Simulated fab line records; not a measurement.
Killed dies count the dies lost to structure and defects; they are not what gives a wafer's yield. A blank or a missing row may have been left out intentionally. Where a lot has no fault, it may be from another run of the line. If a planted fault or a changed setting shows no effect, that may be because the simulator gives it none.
fab line records + flow nand_harc
[record]
- lots = 4
- wafers = 12
- last_day = 25
route steps=1159 shown A_ONON_D1@440 A_CHANNEL_HOLE_D1@450 END@1159
lots untouched by any fault: they come from a run of this same line in which no faults occurred
start_h: start of the lot's first displayed wafer, in hours after the record's first day + wait_h: time in hours since the lot's previous step + " identical to the entry in the row above + L1.1+2: several wafers, shown together as one row + - no value, or no start was given + * or withheld: withheld + < > ~ a bound
route shown NAME@n: a module of which the file shows steps, and the number in the route of the first + usual: average and standard deviation across the fault-free wafers + same: alike in all rows + chamber/n: place in a boat + sites: the reading at each site + _std_site: standard deviation of those values + _edge_site: the outer-site mean with the inner-site mean subtracted + radius_mm: how far each site lies from the wafer's centre + mask NAME#n: copy n + behind: tool/chamber where the wafer was last shaped + hold: reason for holding the lot/hours on hold/outcome of the hold + device: names the non-switching transistor (n, p or np) + end of line: tests of these same wafers at the route's end + for a step that has no rows: nothing shown but its recipe + killed: the dies lost at the first sort to structure and to defects; this is not the yield of the wafer + map: dies across one wafer; x = killed, . = not, _ = none there
set.NAME: the run value of the setting; set.NAME@STEP: its run value at that earlier step + model.NAME: the simulator's own value behind a step, which no gauge read
lots seen at some steps along the route; tables by step, rows by wafer
services: from which hour (start_h, from the record's first day; less than 0 if before it) a tool's chamber was out of use, for how many hours, and why
[[steps]]
[step NHARC_A_ONON_D1_DEP_22]
[recipe]
- target_thk_a = 10000
- n2_flow_sccm = 2750
- n2o_flow_sccm = 2000
- nh3_flow_sccm = 500
- sih4_flow_sccm = 210
- temp_c = 400
[step NHARC_A_ONON_D1_DEP_25]
[recipe]
- target_thk_a = 10000
- n2_flow_sccm = 2750
- n2o_flow_sccm = 2000
- nh3_flow_sccm = 500
- sih4_flow_sccm = 210
- temp_c = 400
[step NHARC_A_ONON_D1_DEP_28]
[recipe]
- target_thk_a = 10000
- n2_flow_sccm = 2750
- n2o_flow_sccm = 2000
- nh3_flow_sccm = 500
- sih4_flow_sccm = 210
- temp_c = 400
[step NHARC_A_ONON_D1_DEP_33]
[recipe]
- target_thk_a = 2000
- temp_c = 400
- pressure_torr = 6.5
- rf_w = 900
- teos_flow_sccm = 161.4
- flow_sccm = 2650
- target_thk_nm = 200
- gas = O2
- material = SiO2
[step NHARC_A_CHANNEL_HOLE_D1_DEP_00]
[recipe]
- target_thk_a = 31000
- temp_c = 400
- material = aC
[step NHARC_A_CHANNEL_HOLE_D1_DEP_01]
[recipe]
- target_thk_a = 1400
- target_thk_nm = 140
- temp_c = 400
- pressure_torr = 3.5
- flow_sccm = 200
- rf_w = 350
- material = SiON
[usual]
- heater_power_w = 747/150
| lot.wafer | tool     | chamber | start_h | wait_h | heater_power_w |
|-----------|----------|---------|---------|--------|----------------|
| L468.1    | pecvd-01 | 0       | 178.12  | 1.6    | 744            |
| L468.5    | "        | 0       | "       | "      | 769            |
| L468.4    | "        | 2       | "       | "      | 877            |
| L469.2    | pecvd-04 | 1       | 186.51  | 1.5    | 951            |
| L469.3    | "        | 0       | "       | "      | 486            |
| L469.6    | "        | 0       | "       | "      | 492            |
| L481.2    | pecvd-04 | 0       | 253.94  | 1.3    | 631            |
| L481.6    | "        | 2       | "       | "      | 652            |
| L481.4    | "        | 0       | "       | "      | 645            |
| L486.5    | pecvd-04 | 1       | 286.18  | 0.4    | 1001           |
| L486.4    | "        | 2       | "       | "      | 672            |
| L486.6    | "        | 0       | "       | "      | 595            |
[step NHARC_A_CHANNEL_HOLE_D1_DEHYDRATE_02]
[recipe]
- temp_c = 150
- time_s = 120
[step NHARC_A_CHANNEL_HOLE_D1_HMDS_03]
[recipe]
- time_s = 30
[step NHARC_A_CHANNEL_HOLE_D1_COAT_36]
[recipe]
- temp_c = 260
- time_s = 75
[step NHARC_A_CHANNEL_HOLE_D1_COAT_37]
[recipe]
- temp_c = 225
- time_s = 65
[step NHARC_A_CHANNEL_HOLE_D1_COAT_04]
[recipe]
- spin_rpm = 1500
- resist_thk_nm = 90
[step NHARC_A_CHANNEL_HOLE_D1_SOFTBAKE_05]
[recipe]
- temp_c = 105
- time_s = 55
[step NHARC_A_CHANNEL_HOLE_D1_EBR_06]
[step NHARC_A_CHANNEL_HOLE_D1_EXPOSE_07]
[recipe]
- na = 1.35
- target_cd_nm = 100
- sigma_outer = 0.3
- dose_mj = 59.65
- mask_id = HOLE_D1
[step NHARC_A_CHANNEL_HOLE_D1_PEB_08]
[recipe]
- peb_temp_c = 100
- peb_time_s = 65
[step NHARC_A_CHANNEL_HOLE_D1_DEVELOP_09]
[recipe]
- develop_time_s = 35
- dev_temp_c = 23
[step NHARC_A_CHANNEL_HOLE_D1_DESCUM_15]
[recipe]
- time_s = 3
- o2_flow_sccm = 200
- ar_flow_sccm = 0
- bias_power_w = 0
- chemistry = O2
[step NHARC_A_CHANNEL_HOLE_D1_ETCH_38]
[recipe]
- target_depth_a = 390
- over_etch_frac = 0.3
- time_s = 65
- ion_energy_ev = 80
- cf4_flow_sccm = 150
- ar_flow_sccm = 0
- rf_w = 300
- bias_w = 100
- chemistry = CF4
[step NHARC_A_CHANNEL_HOLE_D1_ETCH_39]
[recipe]
- target_depth_a = 2600
- over_etch_frac = 0.3
- time_s = 325
- ion_energy_ev = 200
- n2_flow_sccm = 150
- h2_flow_sccm = 150
- ar_flow_sccm = 0
- rf_w = 400
- bias_w = 150
- chemistry = N2/H2
[step NHARC_A_CHANNEL_HOLE_D1_ETCH_34]
[recipe]
- target_depth_a = 1540
- time_s = 77
- cf4_flow_sccm = 100
- chf3_flow_sccm = 30
- ar_flow_sccm = 0
- rf_w = 500
- bias_w = 200
- chemistry = CF4/CHF3
[step NHARC_A_CHANNEL_HOLE_D1_ETCH_16]
[recipe]
- target_depth_a = 31000
- over_etch_frac = 0.3
- time_s = 806
- ion_energy_ev = 150
- o2_flow_sccm = 400
- cos_flow_sccm = 20
- ar_flow_sccm = 0
- rf_w = 500
- bias_w = 300
- chemistry = O2/COS
[step NHARC_A_CHANNEL_HOLE_D1_ETCH_19]
[recipe]
- bias_v = 1200
- source_w = 2500
- pressure_mtorr = 15
- time_s = 34.5
- ar_flow_sccm = 375
- c4f8_flow_sccm = 28.8
- o2_flow_sccm = 96.2
- temp_c = -20
- target_depth_a = *
- chemistry = C4F8/O2/Ar
[step NHARC_A_CHANNEL_HOLE_D1_ETCH_20]
[recipe]
- bias_v = 3000
- source_w = withheld
- pressure_mtorr = 20
- time_s = 361.9
- ar_flow_sccm = 375
- c4f8_flow_sccm = 89.3
- o2_flow_sccm = 35.7
- temp_c = -20
- target_depth_a = 16000
- chemistry = C4F8/O2/Ar
[step NHARC_A_CHANNEL_HOLE_D1_ETCH_21]
[recipe]
- bias_v = 3000
- source_w = withheld
- pressure_mtorr = 20
- time_s = 514.3
- ar_flow_sccm = 375
- c4f8_flow_sccm = 89.3
- o2_flow_sccm = 35.7
- temp_c = -20
- target_depth_a = 16000
- chemistry = C4F8/O2/Ar
[step NHARC_A_CHANNEL_HOLE_D1_ETCH_22]
[recipe]
- bias_v = 3000
- source_w = withheld
- pressure_mtorr = 20
- time_s = 666.7
- ar_flow_sccm = 375
- c4f8_flow_sccm = 89.3
- o2_flow_sccm = 35.7
- temp_c = -20
- target_depth_a = 16000
- chemistry = C4F8/O2/Ar
[step NHARC_A_CHANNEL_HOLE_D1_ETCH_23]
[recipe]
- bias_v = 5000
- source_w = withheld
- pressure_mtorr = 20
- time_s = 819
- ar_flow_sccm = 375
- c4f8_flow_sccm = 89.3
- o2_flow_sccm = 35.7
- temp_c = -20
- target_depth_a = 16000
- chemistry = C4F8/O2/Ar
[step NHARC_A_CHANNEL_HOLE_D1_ETCH_24]
[recipe]
- bias_v = 5000
- source_w = withheld
- pressure_mtorr = 20
- time_s = 906.2
- ar_flow_sccm = 375
- c4f8_flow_sccm = 93.8
- o2_flow_sccm = 31.2
- temp_c = -20
- target_depth_a = 15000
- chemistry = C4F8/O2/Ar
[step NHARC_A_CHANNEL_HOLE_D1_ETCH_25]
[recipe]
- bias_v = 5000
- source_w = withheld
- pressure_mtorr = 20
- time_s = 1040.2
- ar_flow_sccm = 375
- c4f8_flow_sccm = 93.8
- o2_flow_sccm = 31.2
- temp_c = -20
- target_depth_a = 15000
- chemistry = C4F8/O2/Ar
[step NHARC_A_CHANNEL_HOLE_D1_ETCH_26]
[recipe]
- bias_v = 300
- source_w = 2000
- pressure_mtorr = 30
- time_s = 224.1
- ar_flow_sccm = 375
- c4f8_flow_sccm = 11.4
- o2_flow_sccm = 113.6
- temp_c = -20
- target_depth_a = 3000
- chemistry = C4F8/O2/Ar
[step NHARC_A_CHANNEL_HOLE_D1_ETCH_33]
[recipe]
- bias_v = 400
- source_w = 2000
- pressure_mtorr = 25
- time_s = 90
- ar_flow_sccm = 375
- c4f8_flow_sccm = 41.7
- o2_flow_sccm = 83.3
- temp_c = -20
- target_depth_a = 4000
- chemistry = C4F8/O2/Ar
[step NHARC_A_CHANNEL_HOLE_D1_STRIP_41]
[recipe]
- n2_flow_sccm = 150
- h2_flow_sccm = 150
- ar_flow_sccm = 0
- bias_w = 0
- chemistry = N2/H2
[step NHARC_END_SORT_01]
[recipe]
- temp_c = 25
[usual]
- killed_at_array = 26/11
- killed_at_other = 0.4/0.78
- killed_at_periphery = 3.4/2.4
- killed_dies = 29/11
- killed_open = 3.1/1.9
- killed_short = 1.9/1.4
[same]
- gross_dies = 677
| lot.wafer | tool      | chamber | start_h | wait_h | hold                     | killed_at_array | killed_at_other | killed_at_periphery | killed_dies | killed_open | killed_short |
|-----------|-----------|---------|---------|--------|--------------------------|-----------------|-----------------|---------------------|-------------|-------------|--------------|
| L468.1    | prober-02 | 0       | 513.16  | 2.5    | -                        | 28              | 0               | 4                   | 32          | 3           | 3            |
| L468.4    | prober-02 | 0       | 515.60  | 3.4    | -                        | 30              | 0               | 3                   | 33          | 3           | 1            |
| L468.5    | prober-02 | 0       | 516.41  | 3.7    | -                        | 30              | 0               | 3                   | 33          | 1           | 2            |
| L469.2    | prober-01 | 0       | 521.84  | 2.8    | -                        | 37              | 1               | 2                   | 40          | 2           | 1            |
| L469.3    | prober-01 | 0       | 522.63  | 3.1    | -                        | 31              | 0               | 5                   | 36          | 11          | 3            |
| L469.6    | prober-01 | 0       | 525.01  | 4.0    | -                        | 24              | 0               | 1                   | 25          | 3           | 0            |
| L481.2    | prober-01 | 0       | 576.35  | 2.8    | await_dispo/1.9h/release | 673             | 0               | 2                   | 675         | 5           | 0            |
| L481.4    | prober-01 | 0       | 577.97  | 3.4    | await_dispo/1.9h/release | 32              | 1               | 0                   | 33          | 2           | 4            |
| L481.6    | prober-01 | 0       | 579.59  | 4.1    | await_dispo/1.9h/release | 672             | 0               | 1                   | 673         | 1           | 2            |
| L486.4    | prober-02 | 0       | 597.35  | 7.1    | await_dispo/4.3h/release | 40              | 0               | 0                   | 40          | 3           | 2            |
| L486.5    | prober-02 | 0       | 598.15  | 7.4    | await_dispo/4.3h/release | 661             | 0               | 5                   | 666         | 2           | 2            |
| L486.6    | prober-02 | 0       | 598.95  | 7.7    | await_dispo/4.3h/release | 667             | 0               | 4                   | 671         | 2           | 1            |
// killed by level:class
L468.1 A_CHANNEL_HOLE_D1:chamber_film_flake=15 A_SLIT:chamber_film_flake=5 P_M0:geometric_particle:short=2 A_ONON_D1:geometric_particle:open=2 A_STAIRCASE:chamber_film_flake=2 A_CONTACT:chamber_film_flake=2 A_WL_FILL:geometric_particle:short=1 A_CONTACT:geometric_particle:open=1
L468.4 A_CHANNEL_HOLE_D1:chamber_film_flake=13 A_STAIRCASE:chamber_film_flake=5 A_ZERO_WELL:chamber_film_flake=3 A_SLIT:chamber_film_flake=3 A_ONON_D1:geometric_particle:short=1 A_ONON_D1:geometric_particle:open=1 A_CHANNEL_HOLE_D1:geometric_particle:open=1 A_CHANNEL_FILL_D1:geometric_particle:open=1
L468.5 A_CHANNEL_HOLE_D1:chamber_film_flake=15 A_SLIT:chamber_film_flake=6 A_STAIRCASE:chamber_film_flake=5 A_CONTACT:chamber_film_flake=2 P_GATE:geometric_particle:short=1 P_CONTACT:geometric_particle:open=1 A_ONON_D1:geometric_particle:short=1 P_GATE:chamber_film_flake=1
L469.2 A_CHANNEL_HOLE_D1:chamber_film_flake=16 A_SLIT:chamber_film_flake=11 A_STAIRCASE:chamber_film_flake=4 A_BONDPAD:chamber_film_flake=3 P_CONTACT:geometric_particle:open=1 A_WL_FILL:geometric_particle:short=1 A_CONTACT:geometric_particle:open=1 P_GATE:chamber_film_flake=1
L469.3 A_SLIT:chamber_film_flake=10 A_CHANNEL_HOLE_D1:chamber_film_flake=5 A_CONTACT:geometric_particle:open=4 A_CONTACT:chamber_film_flake=3 A_STAIRCASE:chamber_film_flake=3 P_M2:geometric_particle:open=2 A_CHANNEL_HOLE_D1:geometric_particle:open=2 P_CONTACT:geometric_particle:short=1
L469.6 A_CHANNEL_HOLE_D1:chamber_film_flake=11 A_CONTACT:chamber_film_flake=4 A_STAIRCASE:chamber_film_flake=3 A_SLIT:chamber_film_flake=3 P_M2:geometric_particle:open=1 A_SOURCE_PLATE:geometric_particle:open=1 A_CHANNEL_HOLE_D1:geometric_particle:open=1 A_BONDPAD:chamber_film_flake=1
L481.2 A_CHANNEL_HOLE_D1:area_dep=630 A_CHANNEL_HOLE_D1:chamber_film_flake=19 A_SLIT:chamber_film_flake=16 A_ONON_D1:geometric_particle:open=1 A_CHANNEL_HOLE_D1:geometric_particle:open=1 A_CHANNEL_FILL_D1:geometric_particle:open=1 A_M0:geometric_particle:open=1 A_M1:geometric_particle:open=1
L481.4 A_CHANNEL_HOLE_D1:chamber_film_flake=18 A_CHANNEL_FILL_D1:chamber_film_flake=4 A_SLIT:chamber_film_flake=4 A_WL_FILL:geometric_particle:short=2 A_SOURCE_PLATE:geometric_particle:short=1 A_ONON_D1:geometric_particle:short=1 A_WL_FILL:geometric_particle:open=1 A_CONTACT:geometric_particle:open=1
L481.6 A_CHANNEL_HOLE_D1:area_dep=652 A_CHANNEL_HOLE_D1:chamber_film_flake=14 A_SLIT:chamber_film_flake=2 P_M0:geometric_particle:short=1 A_CHANNEL_FILL_D1:geometric_particle:open=1 A_M0:geometric_particle:short=1 A_STAIRCASE:chamber_film_flake=1 A_CONTACT:chamber_film_flake=1
L486.4 A_CHANNEL_HOLE_D1:chamber_film_flake=23 A_SLIT:chamber_film_flake=7 A_CONTACT:chamber_film_flake=4 A_CONTACT:geometric_particle:open=2 A_ONON_D1:geometric_particle:short=1 A_WL_FILL:geometric_particle:open=1 A_BLC:geometric_particle:short=1 A_M0:chamber_film_flake=1
L486.5 A_CHANNEL_HOLE_D1:area_dep=635 A_CHANNEL_HOLE_D1:chamber_film_flake=15 A_SLIT:chamber_film_flake=6 P_CONTACT:geometric_particle:open=2 A_WL_FILL:geometric_particle:short=2 P_M2:chamber_film_flake=2 A_CONTACT:chamber_film_flake=2 P_GATE:chamber_film_flake=1
L486.6 A_CHANNEL_HOLE_D1:area_dep=611 A_CHANNEL_HOLE_D1:chamber_film_flake=23 A_SLIT:chamber_film_flake=23 A_M0:chamber_film_flake=3 A_CONTACT:chamber_film_flake=3 A_STAIRCASE:chamber_film_flake=2 P_M2:geometric_particle:open=1 A_WL_FILL:geometric_particle:short=1
// map L481.2 (x killed, . not)
____________x____________
_________xxxxxxx_________
_______xxxxxxxxxxx_______
______xxxxxxxxxxxxx______
_____xxxxxxxxxxxxxxx_____
____xxxxxxxxxxxxxxxxx____
____xxxxxxxxxxxxxxxxx____
___xxxxxxxxxxxxxxxxxxx___
___xxxxxxxxxxxxxxxxxxx___
__xxxxxxxxxxxxxxxxxxxxx__
__xxxxxxxxxxxxxxxxxxxxx__
_xxxxxxxxxxxxxxxxxxxxxxx_
_xxxxxxxxxxxxxxxxxxxxxxx_
_xxxxxxxxxxxxxxxxxxxxxxx_
_xxxxxxxxxxxxxxxxxxxxxxx_
_xxxxxxxxxxxxxxxxxxxxxxx_
.xxxxxxxxxxxxxxxxxxxxxxxx
.xxxxxxxxxxxxxxxxxxxxxxxx
xxxxxxxxxxxxxxxxxxxxxxxxx
xxxxxxxxxxxxxxxxxxxxxxxxx
xxxxxxxxxxxxxxxxxxxxxxxxx
_xxxxxxxxxxxxxxxxxxxxxxx_
_xxxxxxxxxxxxxxxxxxxxxxx_
_xxxxxxxxxxxxxxxxxxxxxxx_
_xxxxxxxxxxxxxxxxxxxxxxx_
_xxxxxxxxxxxxxxxxxxxxxxx_
__xxxxxxxxxxxxxxxxxxxxx__
__xxxxxxxxxxxxxxxxxxxxx__
___xxxxxxxxxxxxxxxxxxx___
___xxxxxxxxxxxxxxxxxxx___
____xxxxxxxxxxxxxxxxx____
____xxxxxxxxxxxxxxxxx____
_____xxxxxxxxxxxxxxx_____
______xxxxxxxxxxxxx______
_______xxxxxxxxxxx_______
_________xxxxxxx_________
____________x____________
// map L486.6 (x killed, . not)
____________x____________
_________xxxxxxx_________
_______xxxxxxxxxxx_______
______xxxxxxxxxxxxx______
_____xxxxxxxxxxxxxxx_____
____xxxxxxxxxxxxxxxxx____
____xxxxxxxxxxxxxxxxx____
___xxxxxxxxxxxxxxxxxxx___
___xxxxxxxxxxxxxxxxxxx___
__xxxxxxxxxxxxxxxxxxxxx__
__xxxxxxxxxxxxxxxxxxxxx__
_xxxxxxxxxxxxxxxxxxxxxxx_
_xxxxxxxxxxxxxxxxxxxxxxx_
_xxxxxxxxxxxxxxxxxxxxxxx_
_xxxxxxxxxxxxxxxxxxxxxxx_
_xxxxxxxxxxxxxxxxxxxxxxx_
xxxxxxxxxxxxxxxxxxxxxxxxx
xxxxxxxxxxxxxxxxxxxxxxxxx
xxxxxxxxxxxxxxxxxxxxxxxxx
xxxxxxxxxxxxxxxxxxxxxxxxx
xxxxxxxxxxxxxxxxxxxxxxxx.
_xxxxxxxxxxxxxxxxxxxxxxx_
_xxxxxxxxxxxxxxxxxxxxxxx_
_xxxxxxxxxxxxxxxxxxxxxxx_
_xxxxxxxxxxxxxxxxxxxxxxx_
_xxxxxxxxxxxxxxxxxxxxxxx_
__xxxxxxxxxxxxxxxxxxxxx__
__xxxxxxxxxxxxxxxxxxxxx__
___xxxxxxxxxxxxxxxxxxx___
___xxxxxxxxxxxxxxxxxxx___
____xxxxxxxxxxxxxxx.x____
____xxxxxxxxxxxxxxxxx____
_____xxxxxxxxxxxxxxx_____
______xxxxxxxxxxx.x______
_______xxxxxxxx..x_______
_________.xxxxxx_________
____________x____________
[[services]]
| tool     | chamber | start_h | hours | kind       |
|----------|---------|---------|-------|------------|
| pecvd-04 | 2       | 182.93  | 9.7   | repair     |
| pecvd-04 | -       | 195.00  | 13.0  | pm         |
| pecvd-04 | 0       | 195.00  | 13.0  | vent_cycle |
| pecvd-04 | 1       | 195.00  | 13.0  | vent_cycle |
| pecvd-04 | 2       | 195.00  | 13.0  | vent_cycle |
| pecvd-04 | 0       | 208.00  | -     | clean      |
| pecvd-04 | 1       | 208.00  | -     | clean      |
| pecvd-04 | 2       | 208.00  | -     | clean      |
| pecvd-01 | 2       | 226.68  | 5.0   | repair     |
| pecvd-01 | -       | 237.35  | 13.0  | pm         |
| pecvd-01 | 0       | 237.35  | 13.0  | vent_cycle |
| pecvd-01 | 1       | 237.35  | 13.0  | vent_cycle |
| pecvd-01 | 2       | 237.35  | 13.0  | vent_cycle |
| pecvd-01 | 0       | 250.35  | -     | clean      |
| pecvd-01 | 1       | 250.35  | -     | clean      |
| pecvd-01 | 2       | 250.35  | -     | clean      |
[[key]]
[first_sign]
- step = NHARC_END_SORT_01
- reading = killed_at_array
- direction = up
- sigmas = 61
- usual = 26
- struck = 668
[effect]
- step = NHARC_END_SORT_01
- reading = killed_dies
- direction = up
- sigmas = 59
- usual = 29
- struck = 671
[more_kills_born_at]
- NHARC_A_CHANNEL_HOLE_D1_DEP_01@pecvd-04 = 2528
met_at NHARC_A_CHANNEL_HOLE_D1_DEP_01
struck_wafers L481.2,L481.6,L486.5,L486.6
later_rows_left_out L481.2,L481.6,L486.5,L486.6
tester_left_out L481,L486
onset_between 186.51 253.94
[fault]
- kind = process_parameter_drift
- tool = pecvd-04
- chamber = -
- onset_h = 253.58
- steps = NHARC_A_CHANNEL_HOLE_D1_DEP_01
- channel = target_thk_a
- offset = *
- shape = step
- end_h = 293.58
- scope = struck_wafers_only
- acts_in = *
- stated = *
// tester_left_out: of these lots the tester's yield and bins aren't shown, on N5 and GAA mostly nor the transistor test; their killed dies are dies lost to structure and defects alone, not to doping, threshold or leakage, so they don't give the yield
// later_rows_left_out: the simulator's readings of these wafers behind a module that went badly wrong aren't trusted and aren't shown, but for the sort
